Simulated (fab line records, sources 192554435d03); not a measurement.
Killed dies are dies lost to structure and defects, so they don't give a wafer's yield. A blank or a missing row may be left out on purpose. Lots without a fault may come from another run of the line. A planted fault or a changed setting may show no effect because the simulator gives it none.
Problem report in the 8D (eight disciplines) form, filled by code | flow n5_finfet | the parts of the form that need people (team, actions taken, sign-off) are left out

1. THE PROBLEM
spin_speed_rpm at N5_GATE_CUT_COAT_27 reads a mean of 1387.5 rpm on 6 wafers of 2 lots; wafers without a fault read 1499.8 rpm with a standard deviation of 1.1. That is -99 or more standard deviations from the usual mean.
The step: time 60 s, resist thk 10 nm.
First seen on wafer L176.1, day 7 05:28, on litho_track-03. The record holds 24 wafers of 8 lots with a number at this step. Rule for "out", or "out of limits": more than 4 standard deviations from the usual mean. The other wafers with a number count as sound.

2. WHAT IT IS AND WHAT IT IS NOT
question                    | is                     | is not
which readings at this step | spin_speed_rpm         | -
which lots                  | L176, L177             | L166, L168, L170, L172, L187, L189
which wafers of those lots  | all that have a number | -
read on which tools         | litho_track-03         | litho_track-04
when                        | from day 7 05:28       | up to then (12 sound wafers); but 6 sound wafers of L187, L189 came after

3. SUSPECTS, AND WHAT RULES EACH OUT
Counting: a tool at a process step up to the reading stays a suspect if it ran every lot that is out and no sound lot after the first of them.
- litho_track-03 at N5_GATE_CUT_COAT_27 (time 60 s, resist thk 10 nm): ruled out as a lasting fault. Sound lots L189 ran on it after its first lot that is out, L176 (day 7 05:28).
Left after counting: nothing in the record.

4. THE CAUSE (what the simulator had put in)
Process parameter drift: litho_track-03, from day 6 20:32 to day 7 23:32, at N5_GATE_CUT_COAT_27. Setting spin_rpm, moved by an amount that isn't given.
Counting ruled it out, wrongly.

5. THE CHAIN OF EFFECTS, in route order
Each row: a reading whose mean over the struck wafers that have a number lies more than 3 standard deviations from the usual. Only readings for which the record gives a usual standard deviation are gone through. hours: the time from each lot's start at the first step in this table that gives one to its start at this step, as a median over the lots. sigmas: the change in usual standard deviations.
hours | step                | reading        | usual      | on struck wafers | change | sigmas
0     | N5_GATE_CUT_COAT_27 | spin_speed_rpm | 1499.8 rpm | 1387.5           | -112.3 | -99 or more
The process steps in it:
- N5_GATE_CUT_COAT_27: time 60 s, resist thk 10 nm.
Later measuring or inspecting steps at which every struck wafer that the step has a row for has a number for every such reading, and none has moved that far: N5_BEOL_M4_RC_MEAS_101.

6. WHAT WOULD HAVE CAUGHT IT SOONER
In this record the first reading out of limits was taken at day 7 05:28, 9 hours after the fault began at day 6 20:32.
